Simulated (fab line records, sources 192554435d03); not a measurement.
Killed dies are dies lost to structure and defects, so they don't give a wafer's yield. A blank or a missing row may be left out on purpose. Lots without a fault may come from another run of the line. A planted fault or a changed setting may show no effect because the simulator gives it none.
fab line records | flow n5_finfet
record lots=3 wafers=7 last_day=19
route steps=1938 shown BEOL_M4@1099 BEOL_M5@1112 BEOL_M15@1821 PASSIVATION@1936
lots that met no fault: from a run of the same line without faults
start_h: hours from the record's first day to the start of the lot's first wafer shown | wait_h: hours since the lot's step before | " the same as in the row above | L1.1+2: a row that stands for several wafers | - no value, or no start given | * or withheld: withheld | < > ~ a bound
route shown NAME@n: a module of which the file shows steps, and the number in the route of the first | usual: mean/standard deviation of fault-free wafers | same: alike in all rows | chamber/n: place in a boat | sites: the reading at each site | _std_site: their standard deviation | _edge_site: outer sites' mean less inner sites' | radius_mm: how far each site lies from the wafer's centre | mask NAME#n: copy n | behind: the tool/chamber that last shaped the wafer | hold: why the lot was held/for how many hours/how that ended | device: the transistor (n, p or np) that didn't switch | end of line: the same wafers' tests at the end of the route | a step without rows: its recipe alone | killed: dies lost to structure and defects at the first sort, not the wafer's yield | map: a wafer's dies, x killed, . not, _ none there
set.NAME: the setting as run; set.NAME@STEP: as run at that earlier step | model.NAME: the simulator's own value behind a step, which no gauge read
lots at some steps of the route; a table a step, a row a wafer
services: from which hour (start_h, from the record's first day; less than 0 if before it) a tool's chamber was out of use, for how many hours, and why
## steps
# step N5_BEOL_M4_ANNEAL_95
# recipe temp_c=400 time_s=240 ambient=vacuum
# step N5_BEOL_M4_SPUTTER_96
# recipe material=Cu target_thk_a=45 temp_c=-20 chamber_pressure_pa=0.07 power_w=withheld time_s=8.29
# step N5_BEOL_M4_ECD_50
# recipe material=Cu target_thk_a=3000
# step N5_BEOL_M4_ANNEAL_51
# recipe temp_c=225 time_s=90 ambient=N2
# step N5_BEOL_M4_CMP_52
# recipe stop_on=SiOC t_overpolish_s=6.8 down_force_psi=1 platen_rpm=50 clearing_platen_down_force_psi=1.5 clearing_platen_rpm=50 post_cmp_clean=cu_alkaline target_thk_nm=40 clearing_platen_pad_velocity_m_s=0.99484 pad_velocity_m_s=0.99484
# step N5_BEOL_M4_PRE_CLEAN_60
# recipe gas=NH3/H2 time_s=15 temp_c=* rf_power_w=300
# step N5_BEOL_M4_CO_CAP_55
# recipe material=Co target_thk_a=20 temp_c=200 precursor=CCTBA/H2 pressure_torr=30 time_s=102.1
# step N5_BEOL_M4_PRE_CLEAN_56
# recipe gas=NH3 time_s=15 temp_c=withheld rf_power_w=300
# step N5_BEOL_M4_DEP_57
# recipe material=SiCN target_thk_a=80 temp_c=withheld precursor=3MS/NH3 pressure_torr=3 rf_w=202 time_s=14
# step N5_BEOL_M4_RC_MEAS_101
# usual DIBL_N=37.7/2 DIBL_P=37.7/2.3 IOFF_N=0.18/0.039 IOFF_P=0.23/0.042 ION_N=681/12 ION_P=463/8 SS_N=71.9/0.68 SS_P=73.6/0.71 VT_N=248/3.2 VT_P=-249/3.1
# columns lot.wafer tool chamber start_h wait_h DIBL_N[mV/V] DIBL_P[mV/V] IOFF_N[nA/um] IOFF_P[nA/um] ION_N[uA/um] ION_P[uA/um] SS_N[mV/dec] SS_P[mV/dec] VT_N[mV] VT_P[mV]
L757.2 prober-02 0 307.14 0.2 35.6 37.0 0.15 0.21 677 465 72.3 73.8 253 -251
L757.4 " 0 " " 41.6 42.8 0.27 0.31 699 465 73.3 75.9 245 -246
L757.5 " 0 " " 37.2 36.3 0.17 0.19 672 456 71.5 74.2 251 -253
L766.2 prober-02 0 348.60 0.2 37.6 35.4 0.19 0.23 685 471 71.3 73.7 245 -247
L766.3 " 0 " " 37.2 36.4 0.17 0.23 674 463 71.4 73.9 248 -250
L762.3 prober-01 0 353.74 0.3 38.3 39.9 0.20 0.27 686 470 71.7 74.0 247 -245
L762.4 " 0 " " 36.3 36.5 0.15 0.20 675 457 71.1 73.2 255 -250
# step N5_BEOL_M5_ILD_DEP_00
# recipe material=SiCOH_lowk target_thk_a=1406.4 temp_c=300 precursor=DEMS/porogen pressure_torr=5 rf_w=500 time_s=25.9
# step N5_BEOL_M5_CURE_79
# recipe temp_c=385 time_s=240 ambient=He/Ar material=SiCOH_lowk
# step N5_BEOL_M5_PECVD_70
# recipe material=SiO2 target_thk_a=160 temp_c=400 precursor=TEOS/O2 pressure_torr=5.5 rf_w=450 teos_flow_sccm=53.8 gas=O2 flow_sccm=3000 time_s=18
# step N5_BEOL_M5_HM_DEP_02
# recipe material=TiN target_thk_a=200 temp_c=25 chamber_pressure_pa=0.49996
# step N5_BEOL_M5_COAT_59
# recipe resist=SOC temp_c=250 time_s=60 spin_rpm=1500 resist_thk_nm=60
# step N5_BEOL_M5_COAT_60
# recipe resist=SiARC temp_c=220 time_s=60 spin_rpm=1500 resist_thk_nm=12
# step N5_BEOL_M5_COAT_71
# recipe resist=underlayer temp_c=205 time_s=60 spin_rpm=1500 resist_thk_nm=5
# step N5_BEOL_M5_COAT_05
# recipe resist=CAR-EUV spin_rpm=1500 resist_thk_nm=30
# step N5_BEOL_M5_EBR_07
# recipe solvent=PGMEA ebr_width_mm=1.5
# step N5_BEOL_M5_SOFTBAKE_06
# recipe temp_c=110 time_s=60 resist=CAR-EUV
# step N5_BEOL_M5_EXPOSE_08
# recipe mask_id=M5 na=0.33 source_shape=annular sigma_inner=0.4 sigma_outer=0.8 polarization=unpolarized target_cd_nm=28 dose_mj=35.75
# step N5_BEOL_M5_PEB_09
# recipe peb_temp_c=100 peb_time_s=60 resist=CAR-EUV
# step N5_BEOL_M5_DEVELOP_10
# recipe develop_time_s=30 developer=TMAH resist=CAR-EUV rinse_liquid=surfactant_rinse dry=air_spin dev_temp_c=23
# step N5_BEOL_M5_DESCUM_16
# recipe chemistry=O2 time_s=7 source_power_w=50 bias_power_w=20 pressure_mtorr=20 rf_frequency_hz=2.712e+07 temp_c=40 resist=CAR-EUV o2_flow_sccm=225
# step N5_BEOL_M5_ETCH_72
# recipe chemistry=N2/H2 target=underlayer target_depth_a=65 mask_material=CAR-EUV time_s=5.2 ion_energy_ev=200 pressure_mtorr=30 source_w=840 bias_w=150 n2_flow_sccm=200 h2_flow_sccm=200 ends=cleared
# step N5_BEOL_M5_ETCH_61
# recipe chemistry=CF4 target=SiARC target_depth_a=156 mask_material=CAR-EUV time_s=26 ion_energy_ev=80 pressure_mtorr=40 source_w=545 bias_w=36 Ar_flow_sccm=100 cf4_flow_sccm=100 ends=cleared
# step N5_BEOL_M5_ETCH_62
# recipe chemistry=N2/H2 target=SOC target_depth_a=750 overetch_a=150 mask_material=SiARC temp_c=40 time_s=112.5 ion_energy_ev=200 pressure_mtorr=30 source_w=840 bias_w=150 n2_flow_sccm=200 h2_flow_sccm=200
# step N5_BEOL_M5_STRIP_63
# recipe chemistry=N2/H2 temp_c=40 n2_flow_sccm=200 h2_flow_sccm=200 rf_frequency_hz=6e+07
# step N5_BEOL_M5_STRIP_73
# recipe chemistry=N2/H2 temp_c=40 n2_flow_sccm=200 h2_flow_sccm=200 rf_frequency_hz=6e+07
# step N5_BEOL_M5_STRIP_64
# recipe chemistry=CF4 resist=SiARC power_w=300 bias_power_w=75 pressure_mtorr=50 cf4_flow_sccm=150 rf_frequency_hz=6e+07
# step N5_BEOL_M5_HM_OPEN_17
# recipe chemistry=Cl2/BCl3 target_depth_a=200 overetch_a=60 target=TiN mask_material=SOC ion_energy_ev=150 pressure_mtorr=10 icp_w=1000 bias_w=126 Cl2_flow_sccm=53.25 bcl3_flow_sccm=21.75 Ar_flow_sccm=25
# step N5_BEOL_M5_STRIP_19
# recipe chemistry=O2 power_w=400 temp_c=40 pressure_mtorr=30 rf_frequency_hz=6e+07 bias_power_w=0 overash_fraction=0.2 o2_flow_sccm=225
# step N5_BEOL_M5_COAT_65
# recipe resist=SOC temp_c=250 time_s=60 spin_rpm=1500 resist_thk_nm=60
# step N5_BEOL_M5_COAT_66
# recipe resist=SiARC temp_c=220 time_s=60 spin_rpm=1500 resist_thk_nm=12
# step N5_BEOL_M15_SPUTTER_45
# recipe material=Cu target_thk_a=1000 temp_c=-20 bias_v=60 power_w=26000 chamber_pressure_pa=0.13 time_s=16.67
# usual cathode_dc_power_W=26000/4.6 chuck_gas_flow_sccm=1.25/0.043 throttle_valve_pct=30.1/1.1
# columns lot.wafer tool chamber start_h wait_h cathode_dc_power_W chuck_gas_flow_sccm throttle_valve_pct
L757.2 pvd_sputter-02 - 398.89 0.0 25991 1.31 29.0
L757.4 " - " " 25995 1.27 30.5
L757.5 " - " " 25995 1.29 28.9
L766.2 pvd_sputter-01 - 432.56 0.0 25995 1.22 31.8
L766.3 " - " " 25996 1.28 29.9
L762.3 pvd_sputter-02 - 438.45 0.0 26000 1.21 30.9
L762.4 " - " " 25998 1.22 30.7
# step N5_PASSIVATION_PROBE_49
# usual defect_limited_yield=91.1/1.4 killed_at_M0_to_M3=34/9.6 killed_at_M4_up=15/5.3 killed_at_contacts=12/6.1 killed_at_front_end=40/11 killed_at_other=3.5/2.8 killed_dies=105/17 killed_on_rim=14/4.3 killed_open=70/12 killed_short=34/7.7 sort_bin_4_leakage=0.01/0.07 sort_bin_5_function=5.2/0.97 sort_bin_6_memory=3.4/0.62 sort_n_pass=1075/17 sort_yield_pct=91.1/1.4
# same gross_dies=1180 killed_at_back_side=0 sort_bin_8_speed[%]=0
# columns lot.wafer tool chamber start_h wait_h defect_limited_yield[%] killed_at_M0_to_M3 killed_at_M4_up killed_at_contacts killed_at_front_end killed_at_other killed_dies killed_on_rim killed_open killed_short sort_bin_4_leakage[%] sort_bin_5_function[%] sort_bin_6_memory[%] sort_n_pass sort_yield_pct[%]
L762.3 prober-01 - 454.57 0.4 77.6 40 153 22 45 4 264 43 84 37 0 12.7 8.9 916 77.6
L762.4 prober-01 - 454.62 0.4 91.4 44 5 10 40 3 102 11 62 40 0 4.7 3.7 1078 91.4
# killed by level:class
L762.3 BEOL_M15:interface_void_opened=138 MOL_CONTACT_COAG:geometric_particle:open=18 BEOL_M4:geometric_particle:open=10 BEOL_M1:geometric_particle:open=9 FIN_SAQP:geometric_particle:open=7 FIN_SAQP:geometric_particle:short=6 BEOL_M2:geometric_particle:open=6 BEOL_M3:geometric_particle:open=6
L762.4 FIN_SAQP:geometric_particle:short=12 FIN_SAQP:geometric_particle:open=9 BEOL_M2:geometric_particle:open=8 BEOL_M0:geometric_particle:open=7 BEOL_M3:geometric_particle:open=7 MOL_CONTACT_COAG:geometric_particle:open=6 STI_FIN_REVEAL:geometric_particle:open=4 MOL_CONTACT_COAG:geometric_particle:short=4
# map L762.3 (x killed, . not)
_________________.x.x.....x..________________
______________...x....x.x......._____________
___________.xxx....x....x...x.x....__________
__________....x.......x.........x..._________
________x...x.x.x...x....xxxxxx..x...._______
_______....x..xx....x.x....x..........x______
______.xx..x....x...x.x....x.x..x......._____
_____....x...xx.......x.x........x.....xx____
____x....x..x....x..............x.........___
___xxx..x...x......x.x..x....x....x.......x__
___..........x....x.xx.......x....x........__
__x........x............x......x.........x.x_
__....xx....x.....x...x.....x....x......x..._
_.xx...........x...x......x..x..x............
_..xxx............x.........x..x.x.........x.
_..x.....xx......x..x.....................x..
_..xx.x......x..x......x........x...xx.......
_.x.......x..xx.......x..x......x......x.....
_xxxx..x....x...................x....x......x
_...x....xxx.x...x..xxx.x...x.....x........xx
_x..x.......x.....x........x........x.xxxx.x.
__x.......x...xx........x.......xx...x.x...x_
__xx..xxx.x....x...............x........x.x._
___..x....x.x..x..x..x.....x.........x.....__
___x.x......x....x....x....x....xx......xx.__
____.x..x.......x.........x.x..x..........___
_____xx..xxxxx.....x...........x.x......x____
______........x.x..xx..x..xx.x..xxx....._____
_______x...xxxx....xx..x............x..______
________.....x..x.....xx.x...x.x......_______
__________.xxx......x.......xx......_________
___________...xxxxxx.......x.x.x...__________
______________.x.x..x...xx....x._____________
_________________..x.........________________
# map L757.4 (x killed, . not)
_________________............________________
______________.......x.........._____________
___________.......x.............x..__________
__________.....................xx..._________
________..........x.....x............._______
_______....x.....x.....................______
______x...............x................._____
_____...x.......x.......x.......x....x...____
____...x..................................___
___......x...x..xx......x.......x......x...__
___.....x........x.x................x......__
__..........x.......................x......._
__..x...........x.....x..x......x.........x._
_x.......x.........x.x.................xx....
_......x...........x......x..x............x..
_..............................x.............
_................x.............x...xx......xx
_...x................x.......................
_.x..xx..............x.......................
_............xx...........xx............x....
_..x.x......x..x.....xx.x..........x..x..xx..
__...xx................x.............x..x..._
__.x..x..x.....x.x................xx........_
___....x................x....x.............__
___.........x..............x.......x.......__
____......................x...............___
_____....x..........x.....x.x........x...____
______.......x.......xx................._____
_______.................x..............______
________x...........x...x....x..x..x.._______
__________.x............x.x......x.._________
___________.......x................__________
______________.....x.x.........._____________
_________________............________________
## services
# columns tool chamber start_h hours kind
pvd_sputter-02 - 409.67 7.3 repair
pvd_sputter-01 - 426.95 3.4 repair
## key
first_sign step=N5_PASSIVATION_PROBE_49 reading=killed_at_M4_up direction=up sigmas=26 usual=15 struck=153
effect step=N5_PASSIVATION_PROBE_49 reading=killed_dies direction=up sigmas=9.4 usual=105 struck=264
more_kills_born_at N5_BEOL_M15_SPUTTER_45@pvd_sputter-02=138
met_at N5_BEOL_M15_SPUTTER_45
struck_wafers L762.3
onset_between 398.89 438.45
fault kind=process_parameter_drift tool=pvd_sputter-02 chamber=- onset_h=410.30 steps=N5_BEOL_M15_SPUTTER_45 channel=time_s offset=* shape=step end_h=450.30 scope=struck_wafers_only acts_in=* stated=*
